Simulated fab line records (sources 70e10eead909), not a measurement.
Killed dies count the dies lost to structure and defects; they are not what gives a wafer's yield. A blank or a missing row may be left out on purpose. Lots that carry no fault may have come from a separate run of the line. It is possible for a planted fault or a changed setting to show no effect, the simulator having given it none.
fab line records ; flow nand_harc
record lots=13; wafers=39; last_day=24
route steps=1159 shown A_CONTACT@898 END@1159
lots untouched by any fault: they come from a run of this same line in which no faults occurred
start_h: hours from the record's opening day to when the first of the lot's shown wafers began ; wait_h: hours elapsed since this lot's preceding step ; " as in the row above ; L1.1+2: a single row standing in for several wafers ; - no value, or no start given ; * or withheld: withheld ; < > ~ a bound
route shown NAME@n: a module of which the file shows steps, and the number in the route of the first ; usual: the fault-free wafers' mean and standard deviation ; same: alike in all rows ; chamber/n: place in a boat ; sites: the reading at each site ; _std_site: the values' standard deviation ; _edge_site: the outer-site mean with the inner-site mean subtracted ; radius_mm: for every site, how far away it sits from the centre of the wafer ; mask NAME#n: copy n ; behind: tool/chamber where the wafer was last shaped ; hold: why the lot was held/for how many hours/how that ended ; device: whichever transistor did not switch (one of n, p or np) ; end of line: tests run on the same wafers once the route is complete ; step lacking rows: just its recipe ; killed: count of dies lost to structure and defects at first sort (not the wafer's yield) ; map: per-die view of a wafer (x killed, . not killed, _ where there is no die)
set.NAME: setting as actually run; set.NAME@STEP: the setting as run at that earlier step ; model.NAME: the simulator's own value behind a step, which no gauge read
steps of the route over a sample of lots; a table a step, a row a wafer
services: a tool's chamber out of use, with start hour (start_h, from the record's first day; less than 0 if before it), hours out, and reason
## steps
# step NHARC_A_CONTACT_INSPECT_71
# usual raw_defect_count=30/14
lot.wafer;tool;chamber;start_h;wait_h;raw_defect_count
L901.2;defect_inspect-01;-;383.12;0.0;11
L901.3;defect_inspect-01;-;383.12;0.0;8
L901.4;defect_inspect-01;-;383.12;0.0;15
L906.1;defect_inspect-01;-;394.04;0.0;22
L906.2;defect_inspect-01;-;394.04;0.0;29
L906.6;defect_inspect-01;-;394.04;0.0;30
L908.1;defect_inspect-02;-;404.40;0.0;18
L908.2;defect_inspect-02;-;404.40;0.0;34
L908.6;defect_inspect-02;-;404.40;0.0;26
L904.1;defect_inspect-01;-;406.92;0.0;27
L904.5;defect_inspect-01;-;406.92;0.0;33
L904.6;defect_inspect-01;-;406.92;0.0;24
L905.1;defect_inspect-02;-;410.27;0.0;22
L905.2;defect_inspect-02;-;410.27;0.0;21
L905.4;defect_inspect-02;-;410.27;0.0;23
L909.2;defect_inspect-02;-;432.61;0.0;26
L909.3;defect_inspect-02;-;432.61;0.0;28
L909.6;defect_inspect-02;-;432.61;0.0;32
L916.1;defect_inspect-01;-;461.97;0.0;53
L916.5;defect_inspect-01;-;461.97;0.0;55
L916.6;defect_inspect-01;-;461.97;0.0;44
L917.4;defect_inspect-02;-;472.84;0.0;26
L917.5;defect_inspect-02;-;472.84;0.0;43
L917.6;defect_inspect-02;-;472.84;0.0;20
L919.4;defect_inspect-01;-;489.02;0.0;39
L919.5;defect_inspect-01;-;489.02;0.0;49
L919.6;defect_inspect-01;-;489.02;0.0;49
L918.1;defect_inspect-02;-;492.77;0.0;8
L918.3;defect_inspect-02;-;492.77;0.0;10
L918.4;defect_inspect-02;-;492.77;0.0;4
L921.4;defect_inspect-01;-;494.35;0.0;41
L921.5;defect_inspect-01;-;494.35;0.0;28
L921.6;defect_inspect-01;-;494.35;0.0;38
L923.3;defect_inspect-02;-;517.13;0.0;17
L923.4;defect_inspect-02;-;517.13;0.0;14
L923.6;defect_inspect-02;-;517.13;0.0;23
L924.1;defect_inspect-02;-;522.71;0.0;43
L924.2;defect_inspect-02;-;522.71;0.0;52
L924.4;defect_inspect-02;-;522.71;0.0;45
# step NHARC_A_CONTACT_ETCH_127
# recipe source_w=withheld; pressure_mtorr=20; bias_v=1200; time_s=155; target_depth_a=9560; ar_flow_sccm=withheld; c4f8_flow_sccm=withheld; o2_flow_sccm=withheld; chemistry=C4F8/O2/Ar
# usual chamber_pressure_mTorr=19.998/0.017; oes_air_line_au=0.999/0.021
lot.wafer;tool;chamber;start_h;wait_h;chamber_pressure_mTorr;oes_air_line_au;rf_hours_counter_h
L901.2;har_cap_etch-01;0;384.79;0.1;19.984;0.965;58
L901.4;har_cap_etch-01;0;384.79;0.1;20.019;0.970;-
L901.3;har_cap_etch-01;1;384.79;0.1;19.964;0.983;-
L906.2;har_cap_etch-01;1;395.70;0.1;19.986;1.002;61
L906.1;har_cap_etch-01;0;395.70;0.1;19.997;1.000;61
L906.6;har_cap_etch-01;0;395.70;0.1;20.006;0.998;-
L908.2;har_cap_etch-03;1;406.27;0.1;19.998;1.004;85
L908.1;har_cap_etch-03;0;406.27;0.1;20.016;0.997;85
L908.6;har_cap_etch-03;1;406.27;0.1;19.982;0.976;-
L904.1;har_cap_etch-01;0;409.20;0.1;19.999;1.027;65
L904.6;har_cap_etch-01;1;409.20;0.1;19.999;1.026;-
L904.5;har_cap_etch-01;0;409.20;0.1;20.040;1.020;-
L905.2;har_cap_etch-03;0;412.44;0.1;19.998;1.002;87
L905.1;har_cap_etch-03;1;412.44;0.1;19.991;0.989;87
L905.4;har_cap_etch-03;1;412.44;0.1;20.017;1.004;-
L909.2;har_cap_etch-01;0;434.28;0.1;19.978;0.997;68
L909.3;har_cap_etch-01;1;434.28;0.1;20.017;0.993;-
L909.6;har_cap_etch-01;0;434.28;0.1;20.000;1.025;-
L916.1;har_cap_etch-02;0;463.84;0.1;-;-;-
L916.5;har_cap_etch-02;0;463.84;0.1;-;-;-
L916.6;har_cap_etch-02;1;463.84;0.1;-;-;-
L917.4;har_cap_etch-01;1;474.58;0.1;-;-;-
L917.6;har_cap_etch-01;1;474.58;0.1;-;-;-
L917.5;har_cap_etch-01;0;474.58;0.1;-;-;-
L919.4;har_cap_etch-01;1;490.76;0.1;-;-;-
L919.5;har_cap_etch-01;0;490.76;0.1;-;-;-
L919.6;har_cap_etch-01;1;490.76;0.1;-;-;-
L918.1;har_cap_etch-02;1;494.44;0.1;19.994;0.988;30
L918.3;har_cap_etch-02;1;494.44;0.1;20.016;1.031;-
L918.4;har_cap_etch-02;0;494.44;0.1;20.004;0.949;-
L921.4;har_cap_etch-01;0;496.06;0.1;19.997;0.966;-
L921.6;har_cap_etch-01;0;496.06;0.1;20.006;1.013;-
L921.5;har_cap_etch-01;1;496.06;0.1;19.989;1.011;-
L923.4;har_cap_etch-02;0;518.89;0.1;19.995;1.030;-
L923.3;har_cap_etch-02;1;518.89;0.1;19.973;1.003;-
L923.6;har_cap_etch-02;1;518.89;0.1;19.966;0.992;-
L924.1;har_cap_etch-03;1;524.62;0.1;19.981;0.980;104
L924.2;har_cap_etch-03;0;524.62;0.1;20.006;1.011;104
L924.4;har_cap_etch-03;1;524.62;0.1;20.009;0.966;-
# step NHARC_A_CONTACT_ETCH_129
# recipe source_w=withheld; pressure_mtorr=20; bias_v=1200; time_s=155; target_depth_a=9560; ar_flow_sccm=withheld; c4f8_flow_sccm=withheld; o2_flow_sccm=withheld; chemistry=C4F8/O2/Ar
# usual chamber_pressure_mTorr=20.002/0.016; oes_air_line_au=0.997/0.021
lot.wafer;tool;chamber;start_h;wait_h;chamber_pressure_mTorr;oes_air_line_au;rf_hours_counter_h
L901.2;har_cap_etch-01;0;385.07;0.1;20.004;1.022;59
L901.4;har_cap_etch-01;0;385.07;0.1;19.994;1.026;-
L901.3;har_cap_etch-01;1;385.07;0.1;20.004;1.007;-
L906.2;har_cap_etch-01;1;395.98;0.1;20.000;0.987;61
L906.1;har_cap_etch-01;0;395.98;0.1;19.991;1.023;61
L906.6;har_cap_etch-01;0;395.98;0.1;20.002;1.031;-
L908.2;har_cap_etch-03;1;406.55;0.1;19.990;0.997;86
L908.1;har_cap_etch-03;0;406.55;0.1;19.975;1.004;86
L908.6;har_cap_etch-03;1;406.55;0.1;20.010;0.971;-
L904.1;har_cap_etch-01;0;409.49;0.1;19.977;0.984;65
L904.6;har_cap_etch-01;1;409.49;0.1;20.028;1.011;-
L904.5;har_cap_etch-01;0;409.49;0.1;20.005;0.979;-
L905.2;har_cap_etch-03;0;412.72;0.1;20.001;1.027;87
L905.1;har_cap_etch-03;1;412.72;0.1;19.984;1.011;87
L905.4;har_cap_etch-03;1;412.72;0.1;20.003;1.035;-
L909.2;har_cap_etch-01;0;434.56;0.1;20.011;0.999;68
L909.3;har_cap_etch-01;1;434.56;0.1;20.019;1.029;-
L909.6;har_cap_etch-01;0;434.56;0.1;19.997;0.962;-
L916.1;har_cap_etch-02;0;464.12;0.1;20.001;1.000;26
L916.5;har_cap_etch-02;0;464.12;0.1;20.029;0.983;-
L916.6;har_cap_etch-02;1;464.12;0.1;20.002;1.001;-
L917.4;har_cap_etch-01;1;474.86;0.1;20.020;1.017;-
L917.6;har_cap_etch-01;1;474.86;0.1;20.010;0.986;-
L917.5;har_cap_etch-01;0;474.86;0.1;19.985;0.999;-
L919.4;har_cap_etch-01;1;491.04;0.1;20.022;0.987;-
L919.5;har_cap_etch-01;0;491.04;0.1;19.990;1.004;-
L919.6;har_cap_etch-01;1;491.04;0.1;19.994;1.006;-
L918.1;har_cap_etch-02;1;494.72;0.1;20.011;1.009;31
L918.3;har_cap_etch-02;1;494.72;0.1;19.996;0.967;-
L918.4;har_cap_etch-02;0;494.72;0.1;20.027;1.027;-
L921.4;har_cap_etch-01;0;496.35;0.1;19.978;0.975;-
L921.6;har_cap_etch-01;0;496.35;0.1;19.996;1.004;-
L921.5;har_cap_etch-01;1;496.35;0.1;19.982;1.021;-
L923.4;har_cap_etch-02;0;519.18;0.1;20.019;0.997;-
L923.3;har_cap_etch-02;1;519.18;0.1;20.006;0.980;-
L923.6;har_cap_etch-02;1;519.18;0.1;20.012;0.983;-
L924.1;har_cap_etch-03;1;524.90;0.1;19.979;0.991;105
L924.2;har_cap_etch-03;0;524.90;0.1;19.999;0.934;105
L924.4;har_cap_etch-03;1;524.90;0.1;19.978;1.019;-
# step NHARC_A_CONTACT_ETCH_132
# recipe source_w=withheld; pressure_mtorr=20; bias_v=1200; time_s=156; target_depth_a=9580; ar_flow_sccm=withheld; c4f8_flow_sccm=withheld; o2_flow_sccm=withheld; chemistry=C4F8/O2/Ar
# usual chamber_pressure_mTorr=20.001/0.021; oes_air_line_au=0.998/0.019
lot.wafer;tool;chamber;start_h;wait_h;chamber_pressure_mTorr;oes_air_line_au;rf_hours_counter_h
L901.2;har_cap_etch-01;0;385.49;0.1;19.997;1.020;59
L901.4;har_cap_etch-01;0;385.49;0.1;19.993;1.004;-
L901.3;har_cap_etch-01;1;385.49;0.1;20.007;0.986;-
L906.2;har_cap_etch-01;1;396.40;0.1;19.981;1.033;62
L906.1;har_cap_etch-01;0;396.40;0.1;20.021;1.006;62
L906.6;har_cap_etch-01;0;396.40;0.1;20.033;1.035;-
L908.2;har_cap_etch-03;1;406.98;0.1;20.020;1.008;86
L908.1;har_cap_etch-03;0;406.98;0.1;20.021;1.011;86
L908.6;har_cap_etch-03;1;406.98;0.1;19.957;0.971;-
L904.1;har_cap_etch-01;0;410.01;0.2;19.995;1.041;65
L904.6;har_cap_etch-01;1;410.01;0.2;20.113;1.028;-
L904.5;har_cap_etch-01;0;410.01;0.2;19.964;1.031;-
L905.2;har_cap_etch-03;0;413.15;0.1;20.013;0.968;87
L905.1;har_cap_etch-03;1;413.15;0.1;19.994;1.034;87
L905.4;har_cap_etch-03;1;413.15;0.1;20.016;0.968;-
L909.2;har_cap_etch-01;0;434.98;0.1;20.009;0.985;68
L909.3;har_cap_etch-01;1;434.98;0.1;19.975;0.995;-
L909.6;har_cap_etch-01;0;434.98;0.1;20.008;1.001;-
L916.1;har_cap_etch-02;0;464.55;0.1;19.983;0.985;26
L916.5;har_cap_etch-02;0;464.55;0.1;20.016;0.998;-
L916.6;har_cap_etch-02;1;464.55;0.1;20.009;1.004;-
L917.4;har_cap_etch-01;1;475.29;0.1;19.989;0.991;-
L917.6;har_cap_etch-01;1;475.29;0.1;20.024;1.001;-
L917.5;har_cap_etch-01;0;475.29;0.1;20.010;1.026;-
L919.4;har_cap_etch-01;1;491.47;0.1;20.005;1.005;-
L919.5;har_cap_etch-01;0;491.47;0.1;19.998;0.968;-
L919.6;har_cap_etch-01;1;491.47;0.1;19.987;0.969;-
L918.1;har_cap_etch-02;1;495.15;0.1;19.996;1.011;31
L918.3;har_cap_etch-02;1;495.15;0.1;19.977;1.029;-
L918.4;har_cap_etch-02;0;495.15;0.1;20.012;0.986;-
L921.4;har_cap_etch-01;0;496.77;0.1;19.979;1.000;-
L921.6;har_cap_etch-01;0;496.77;0.1;19.984;0.972;-
L921.5;har_cap_etch-01;1;496.77;0.1;19.979;1.006;-
L923.4;har_cap_etch-02;0;519.60;0.1;20.034;0.990;-
L923.3;har_cap_etch-02;1;519.60;0.1;19.985;1.014;-
L923.6;har_cap_etch-02;1;519.60;0.1;19.992;1.014;-
L924.1;har_cap_etch-03;1;525.33;0.1;20.016;0.990;105
L924.2;har_cap_etch-03;0;525.33;0.1;19.996;0.997;105
L924.4;har_cap_etch-03;1;525.33;0.1;19.996;1.009;-
# step NHARC_END_SORT_01
# recipe temp_c=25
# usual killed_at_array=29/10; killed_at_other=0.7/1.1; killed_at_periphery=3.2/2.2; killed_dies=33/11; killed_open=3.5/1.8; killed_short=2.0/1.4
# same gross_dies=677
lot.wafer;tool;chamber;start_h;wait_h;killed_at_array;killed_at_other;killed_at_periphery;killed_dies;killed_open;killed_short
L917.4;prober-01;0;536.72;3.4;672;2;3;677;5;1
L917.5;prober-01;0;537.53;3.7;673;3;1;677;2;1
L917.6;prober-01;0;538.33;4.0;671;3;3;677;5;1
L916.1;prober-02;0;542.14;2.5;676;0;1;677;2;0
L916.5;prober-02;0;545.36;3.7;673;0;4;677;1;1
L916.6;prober-02;0;546.16;4.0;670;0;7;677;9;2
L919.4;prober-02;0;561.07;3.4;674;0;3;677;2;3
L919.5;prober-02;0;561.88;3.7;675;0;2;677;5;1
L919.6;prober-02;0;562.68;4.0;674;0;3;677;3;2
# killed by level:class
L917.4 A_CONTACT:area_etch=649 A_CHANNEL_HOLE_D1:chamber_film_flake=15 A_SGD_CUT:chamber_film_flake=2 A_CONTACT:chamber_film_flake=2 THIN_TSV:chamber_film_flake=2 P_M0:geometric_particle:open=1 P_M1:geometric_particle:short=1 A_SOURCE_PLATE:geometric_particle:open=1
L917.5 A_CONTACT:area_etch=643 A_CHANNEL_HOLE_D1:chamber_film_flake=21 A_CONTACT:chamber_film_flake=3 THIN_TSV:chamber_film_flake=3 A_SGD_CUT:chamber_film_flake=2 P_CONTACT:geometric_particle:short=1 A_SOURCE_PLATE:geometric_particle:open=1 A_CONTACT:geometric_particle:open=1
L917.6 A_CONTACT:area_etch=648 A_CHANNEL_HOLE_D1:chamber_film_flake=14 A_CONTACT:chamber_film_flake=3 P_CONTACT:geometric_particle:open=2 A_CONTACT:geometric_particle:open=2 A_ZERO_WELL:chamber_film_flake=2 THIN_TSV:chamber_film_flake=2 A_SOURCE_PLATE:geometric_particle:open=1
L916.1 A_CONTACT:area_etch=638 A_CHANNEL_HOLE_D1:chamber_film_flake=20 A_SLIT:chamber_film_flake=14 A_CHANNEL_HOLE_D1:geometric_particle:open=1 A_WL_FILL:geometric_particle:open=1 P_STI:chamber_film_flake=1 A_CHANNEL_FILL_D1:chamber_film_flake=1 A_WL_FILL:chamber_film_flake=1
L916.5 A_CONTACT:area_etch=634 A_CHANNEL_HOLE_D1:chamber_film_flake=20 A_SLIT:chamber_film_flake=16 P_STI:chamber_film_flake=2 P_STI:geometric_particle:short=1 A_WL_FILL:geometric_particle:open=1 P_ZERO_WELL:chamber_film_flake=1 A_CHANNEL_FILL_D1:chamber_film_flake=1
L916.6 A_CONTACT:area_etch=628 A_SLIT:chamber_film_flake=16 A_CHANNEL_HOLE_D1:chamber_film_flake=12 P_STI:chamber_film_flake=3 A_CHANNEL_FILL_D1:geometric_particle:open=2 A_CHANNEL_FILL_D1:chamber_film_flake=2 A_WL_FILL:chamber_film_flake=2 P_GATE:geometric_particle:open=1
L919.4 A_CONTACT:area_etch=642 A_CHANNEL_HOLE_D1:chamber_film_flake=15 A_SLIT:chamber_film_flake=10 A_CONTACT:chamber_film_flake=3 P_CONTACT:geometric_particle:open=2 P_GATE:geometric_particle:short=1 A_ONON_D1:geometric_particle:short=1 A_CONTACT:geometric_particle:short=1
L919.5 A_CONTACT:area_etch=637 A_CHANNEL_HOLE_D1:chamber_film_flake=16 A_SLIT:chamber_film_flake=12 A_CONTACT:chamber_film_flake=4 A_CHANNEL_FILL_D1:geometric_particle:open=2 P_M2:geometric_particle:open=1 A_ONON_D1:geometric_particle:short=1 A_CONTACT:geometric_particle:open=1
L919.6 A_CONTACT:area_etch=628 A_SLIT:chamber_film_flake=21 A_CHANNEL_HOLE_D1:chamber_film_flake=15 A_CONTACT:chamber_film_flake=4 A_CHANNEL_FILL_D1:geometric_particle:open=2 A_CHANNEL_FILL_D1:geometric_particle:short=2 P_M0:chamber_film_flake=2 A_M0:geometric_particle:open=1
## services
tool;chamber;start_h;hours;kind
har_cap_etch-03;-;429.71;0.7;repair
har_cap_etch-02;-;472.27;0.2;repair
har_cap_etch-02;-;504.24;2.4;repair
## key
first_sign step=NHARC_A_CONTACT_ETCH_127; reading=tool_record; direction=missing
effect step=NHARC_END_SORT_01; reading=killed_at_array; direction=up; sigmas=63; usual=29; struck=673
more_kills_born_at NHARC_A_CONTACT_ETCH_127@har_cap_etch-01=3847; NHARC_A_CONTACT_ETCH_127@har_cap_etch-02=1900
met_at NHARC_A_CONTACT_ETCH_127
struck_lots L916,L917,L919
later_rows_left_out L916.1,L916.5,L916.6,L917.4,L917.5,L917.6,L919.4,L919.5,L919.6
tester_left_out L916,L917,L919
not_acting_at NHARC_A_CONTACT_INSPECT_71,NHARC_A_CONTACT_ETCH_129,NHARC_A_CONTACT_ETCH_132
onset_between 434.28 463.84
fault kind=skipped_step_whole; tool=har_cap_etch-01,har_cap_etch-02; chamber=-; onset_h=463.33; steps=NHARC_A_CONTACT_ETCH_127; scope=struck_lots_only
# tester_left_out: of these lots the tester's yield and bins aren't shown, on N5 and GAA mostly nor the transistor test; their killed dies are dies lost to structure and defects alone, not to doping, threshold or leakage, so they don't give the yield
# later_rows_left_out: the simulator's readings of these wafers behind a module that went badly wrong aren't trusted and aren't shown, but for the sort
